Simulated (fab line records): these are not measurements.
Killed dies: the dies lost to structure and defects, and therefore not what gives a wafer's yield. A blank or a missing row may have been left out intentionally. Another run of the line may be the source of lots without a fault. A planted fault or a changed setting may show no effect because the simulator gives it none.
Matching of chambers | flow n5-finfet | N5_PMOS_HMC_CHANNEL_EPI_CMP_21 on cmp-04: 4 sister chambers
The step polishes SiGe30, target thk 54 nm. 24 wafers are shown with their chamber, then 12 later ones without.

## EACH WAFER AND ITS CHAMBER
wafer  | chamber | motor-current-A (A)
L075.2 | 3       | 11.8
L075.5 | 3       | 12.1
L075.6 | 2       | 12.3
L076.1 | 0       | 13.0
L076.4 | 2       | 12.2
L076.6 | 1       | 11.9
L077.2 | 3       | 12.5
L077.5 | 0       | 12.4
L077.6 | 1       | 11.7
L078.1 | 2       | 12.2
L078.3 | 3       | 12.0
L078.5 | 0       | 12.3
L079.1 | 0       | 11.8
L079.2 | 2       | 12.0
L079.4 | 3       | 12.3
L082.2 | 2       | 12.6
L082.4 | 0       | 12.2
L082.6 | 3       | 12.4
L084.3 | 2       | 12.3
L084.4 | 1       | 11.9
L084.5 | 3       | 12.7
L089.1 | 1       | 12.0
L089.2 | 3       | 12.5
L089.4 | 0       | 12.4

SIGNATURES, as means of the wafers listed above
reading         | chamber 0 | chamber 1 | chamber 2 | chamber 3 | scatter within a chamber
motor-current-A | 12.350    | 11.875    | 12.267    | 12.287    | 0.285
Rule: distance of a wafer from a chamber = root of the sum over the readings of ((wafer's reading minus chamber's mean) / reading's scatter) squared. If the next closest chamber is less than 2 further off than the closest, the wafer can't be placed; otherwise it belongs to the closest. How the scatter is found: for the shown wafers, subtract from each reading the mean of its chamber, square and add these, divide the total by (wafers less chambers), then take the root.

## WAFERS WITH NO CHAMBER GIVEN
wafer  | motor-current-A (A)
L092.2 | 11.7
L092.4 | 13.0
L092.6 | 12.0
L093.2 | 11.7
L093.5 | 12.0
L093.6 | 11.9
L095.1 | 12.4
L095.3 | 11.5
L095.4 | 13.0
L097.1 | 12.2
L097.2 | 11.5
L097.6 | 12.7

## WHICH CHAMBER EACH ONE RAN IN
wafer  | from the rows above               | in truth
L092.2 | can't be placed: 1 or 2 or 3 or 0 | 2
L092.4 | can't be placed: 0 or 3 or 2 or 1 | 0
L092.6 | can't be placed: 1 or 2 or 3 or 0 | 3
L093.2 | can't be placed: 1 or 2 or 3 or 0 | 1
L093.5 | can't be placed: 1 or 2 or 3 or 0 | 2
L093.6 | can't be placed: 1 or 2 or 3 or 0 | 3
L095.1 | can't be placed: 0 or 3 or 2 or 1 | 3
L095.3 | can't be placed: 1 or 2 or 3 or 0 | 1
L095.4 | can't be placed: 0 or 3 or 2 or 1 | 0
L097.1 | can't be placed: 2 or 3 or 0 or 1 | 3
L097.2 | can't be placed: 1 or 2 or 3 or 0 | 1
L097.6 | can't be placed: 0 or 3 or 2 or 1 | 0
0 of 12 placed correctly. Cannot be placed on the basis of these rows: 12; the candidates contain the true chamber in 12. Wrongly placed: 0.
